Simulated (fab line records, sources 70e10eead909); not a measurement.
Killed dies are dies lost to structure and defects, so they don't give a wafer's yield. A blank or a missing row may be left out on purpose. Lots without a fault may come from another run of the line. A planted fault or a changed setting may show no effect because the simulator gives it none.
Which tool did it? | flow nand_harc | 13 lots, 39 wafers sampled, at 5 steps of a route of 1302

WHAT THE GAUGES READ, wafer by wafer
NHARC_THIN_TSV_CD_MEAS_33: target cd 5000 nm. Usual: cd_nm 5001.1 nm, standard deviation 1.9.
lot  | measured     | on        | cd_nm (nm)           | flag
L798 | day 24 08:37 | cd_sem-01 | 5001.9 4998.9 5001.6 |
L797 | day 24 09:27 | cd_sem-02 | 5000.7 5000.1 4999.9 |
L799 | day 25 02:28 | cd_sem-02 | 4997.9 4996.0 4999.7 |
L800 | day 25 03:35 | cd_sem-02 | 4998.2 5001.6 5003.4 |
L801 | day 25 22:59 | cd_sem-03 | 5002.3 5000.6 5000.6 |
L802 | day 26 18:09 | cd_sem-01 | 4999.1 5000.3 5000.8 |
L803 | day 26 09:43 | cd_sem-02 | 5000.4 5001.9 5001.0 |
L811 | day 29 23:52 | cd_sem-01 | 5003.5 5001.0 5002.1 |
L813 | day 30 12:52 | cd_sem-03 | 5000.1 5002.1 5004.5 |
L814 | day 30 20:03 | cd_sem-01 | 5004.5 5002.0 5000.1 |
L815 | day 32 08:19 | cd_sem-02 | 5003.3 4999.5 5003.1 |
L820 | day 33 16:14 | cd_sem-01 | 5002.1 5000.6 5000.9 |
L819 | day 33 17:31 | cd_sem-01 | 5000.3 5002.1 5003.8 |

NHARC_END_SORT_01. Usual: killed_at_array 65, standard deviation 19; killed_at_other 0.9, standard deviation 1.1; killed_at_periphery 3.5, standard deviation 2.3; killed_dies 69, standard deviation 19; killed_open 3.2, standard deviation 1.8; killed_short 2.4, standard deviation 1.5.
lot  | measured     | on        | killed_at_array | killed_at_other | killed_at_periphery | killed_dies | killed_open | killed_short | flag
L797 | day 24 22:46 | prober-01 | 55 60 59        | 0 0 1           | 4 3 2               | 59 63 62    | 2 3 2       | 1 2 1        |
L811 | day 30 08:58 | prober-01 | 78 70 75        | 0 0 0           | 0 3 0               | 78 73 75    | 1 5 2       | 0 2 5        |
L813 | day 31 02:38 | prober-01 | 101 169 158     | 0 0 0           | 6 4 9               | 107 173 167 | 2 2 2       | 2 2 4        | OFF

WHICH TOOL RAN EACH LOT (tool, then ch and the chambers of the sampled wafers, then the start)
lot  | NHARC_A_STAIRCASE_ETCH_21          | NHARC_THIN_TSV_ETCHBACK_48         | NHARC_THIN_TSV_PRE_CLEAN_54
L798 | rie_diel-12 ch 1,2,3, day 15 20:38 | rie_diel-02 ch 1,2,3, day 24 04:49 | pvd_sputter-02, day 24 07:39
L797 | rie_diel-05 ch 1,2, day 15 20:44   | rie_diel-10 ch 0,1,3, day 24 05:56 | pvd_sputter-03, day 24 08:30
L799 | rie_diel-05 ch 0,1,2, day 16 20:25 | rie_diel-01 ch 1,2, day 24 22:42   | pvd_sputter-01, day 25 01:25
L800 | rie_diel-12 ch 0,1, day 17 04:26   | rie_diel-10 ch 0,1, day 24 23:47   | pvd_sputter-01, day 25 02:32
L801 | rie_diel-05 ch 0,1, day 17 13:40   | rie_diel-02 ch 0,2,3, day 25 19:21 | pvd_sputter-02, day 25 21:57
L802 | rie_diel-12 ch 0,1,2, day 18 00:24 | rie_diel-02 ch 0,1,3, day 26 14:29 | pvd_sputter-02, day 26 17:05
L803 | rie_diel-03 ch 0,1,2, day 18 03:26 | rie_diel-02 ch 1,3, day 26 06:02   | pvd_sputter-01, day 26 08:39
L811 | rie_diel-12 ch 1,3, day 21 22:04   | rie_diel-01 ch 0,2,3, day 29 20:05 | pvd_sputter-02, day 29 22:44
L813 | rie_diel-12 ch 1,3, day 22 09:05   | rie_diel-01 ch 0,2, day 30 09:08   | pvd_sputter-02, day 30 11:49
L814 | rie_diel-05 ch 1,2,3, day 22 21:28 | rie_diel-02 ch 1,2, day 30 16:31   | pvd_sputter-01, day 30 19:07
L815 | rie_diel-03 ch 1,2, day 23 19:23   | rie_diel-01 ch 1,2,3, day 32 04:54 | pvd_sputter-02, day 32 07:25
L820 | rie_diel-05 ch 0,1,2, day 25 03:36 | rie_diel-02 ch 0,1,2, day 33 12:28 | pvd_sputter-01, day 33 15:19
L819 | rie_diel-03 ch 1,3, day 25 03:47   | rie_diel-01 ch 0,2,3, day 33 13:47 | pvd_sputter-03, day 33 16:26
- NHARC_A_STAIRCASE_ETCH_21: etches the open film in C4F8/O2, target depth 100 nm, time 40.5 s.
- NHARC_THIN_TSV_ETCHBACK_48: etches the open film in C4F8/Ar, target depth 1028.5 nm, time 405.17 s.
- NHARC_THIN_TSV_PRE_CLEAN_54: time 30 s.

WHAT THE TOOLS THEMSELVES READ (means of the sampled wafers that have a number; where no wafer has one, the mark that the record gives instead)
NHARC_A_STAIRCASE_ETCH_21. Usual: chamber_pressure_mTorr 24.995 mTorr, standard deviation 0.024; oes_product_au 0.952 a.u., standard deviation 0.018; rf_vpp_V 894 V, standard deviation 4.6.
lot  | tool        | chamber_pressure_mTorr (mTorr) | oes_product_au (a.u.) | rf_vpp_V (V) | flag
L798 | rie_diel-12 | 24.994                         | 0.936                 | 894          |
L797 | rie_diel-05 | 25.002                         | 0.932                 | 893          |
L799 | rie_diel-05 | 24.993                         | 0.966                 | 893          |
L800 | rie_diel-12 | 24.982                         | 0.965                 | 896          |
L801 | rie_diel-05 | 24.994                         | 0.956                 | 893          |
L802 | rie_diel-12 | 24.995                         | 0.943                 | 894          |
L803 | rie_diel-03 | 24.999                         | 0.957                 | 898          |
L811 | rie_diel-12 | 24.993                         | 0.944                 | 894          |
L813 | rie_diel-12 | 25.002                         | 0.967                 | 891          |
L814 | rie_diel-05 | 24.995                         | 0.941                 | 893          |
L815 | rie_diel-03 | 25.010                         | 0.947                 | 897          |
L820 | rie_diel-05 | 24.989                         | 0.935                 | 892          |
L819 | rie_diel-03 | 24.981                         | 0.973                 | 900          |

NHARC_THIN_TSV_ETCHBACK_48. Usual: chamber_pressure_mTorr 25.001 mTorr, standard deviation 0.023; oes_product_au 0.96 a.u., standard deviation 0.033; rf_vpp_V 545.9 V, standard deviation 2.3.
lot  | tool        | chamber_pressure_mTorr (mTorr) | oes_product_au (a.u.) | rf_vpp_V (V) | flag
L798 | rie_diel-02 | 25.031                         | 0.92                  | 545.2        |
L797 | rie_diel-10 | 25.011                         | 0.92                  | 547.6        |
L799 | rie_diel-01 | 24.985                         | 1.00                  | 544.6        |
L800 | rie_diel-10 | 24.997                         | 0.92                  | 547.2        |
L801 | rie_diel-02 | 25.008                         | 1.01                  | 545.3        |
L802 | rie_diel-02 | 24.999                         | 0.93                  | 544.5        |
L803 | rie_diel-02 | 25.005                         | 0.93                  | 546.1        |
L811 | rie_diel-01 | 24.996                         | 0.93                  | 546.6        |
L813 | rie_diel-01 | 25.031                         | 0.98                  | 545.1        |
L814 | rie_diel-02 | 25.003                         | 0.93                  | 547.6        |
L815 | rie_diel-01 | 25.009                         | 1.00                  | 546.4        |
L820 | rie_diel-02 | 25.014                         | 0.96                  | 546.4        |
L819 | rie_diel-01 | 24.990                         | 0.96                  | 546.4        |

NHARC_THIN_TSV_PRE_CLEAN_54. Usual: heater_power_w 419 W, standard deviation 27.
lot  | tool           | heater_power_w (W) | flag
L798 | pvd_sputter-02 | 438                |
L797 | pvd_sputter-03 | 414                |
L799 | pvd_sputter-01 | 404                |
L800 | pvd_sputter-01 | 395                |
L801 | pvd_sputter-02 | 427                |
L802 | pvd_sputter-02 | 426                |
L803 | pvd_sputter-01 | 393                |
L811 | pvd_sputter-02 | 436                |
L813 | pvd_sputter-02 | 430                |
L814 | pvd_sputter-01 | 410                |
L815 | pvd_sputter-02 | 433                |
L820 | pvd_sputter-01 | 412                |
L819 | pvd_sputter-03 | 417                |

THE ANSWER, worked out from the rows above alone
Rule: a lot is off if the mean of its wafers that have a number lies more than 3 standard deviations from the usual mean. A lot without any number at a reading at which 4 lots or more have one is off too. The other lots that the step has rows for count as sound. The gauges are gone through in route order, then the tools' own readings, and for those a lot's mean is taken as printed above. The first step at which some lot is off is used, and at that step the reading that is off furthest; a lot without a number counts as furthest.
Off: L813, at NHARC_END_SORT_01 (killed_dies). Neither off nor sound, because the step has no rows for them: L798, L799, L800, L801, L802, L803, L814, L815, L820, L819.
A tool fits if, at a process step before that reading, it ran every lot that is off, and no sound lot after the first of them. The gauges at NHARC_END_SORT_01 are tried like those tools. Can't be told from this: 4 tools fit, rie_diel-12 at NHARC_A_STAIRCASE_ETCH_21, rie_diel-01 at NHARC_THIN_TSV_ETCHBACK_48, pvd_sputter-02 at NHARC_THIN_TSV_PRE_CLEAN_54, prober-01 at NHARC_END_SORT_01.

WHAT THE SIMULATOR HAD PUT IN
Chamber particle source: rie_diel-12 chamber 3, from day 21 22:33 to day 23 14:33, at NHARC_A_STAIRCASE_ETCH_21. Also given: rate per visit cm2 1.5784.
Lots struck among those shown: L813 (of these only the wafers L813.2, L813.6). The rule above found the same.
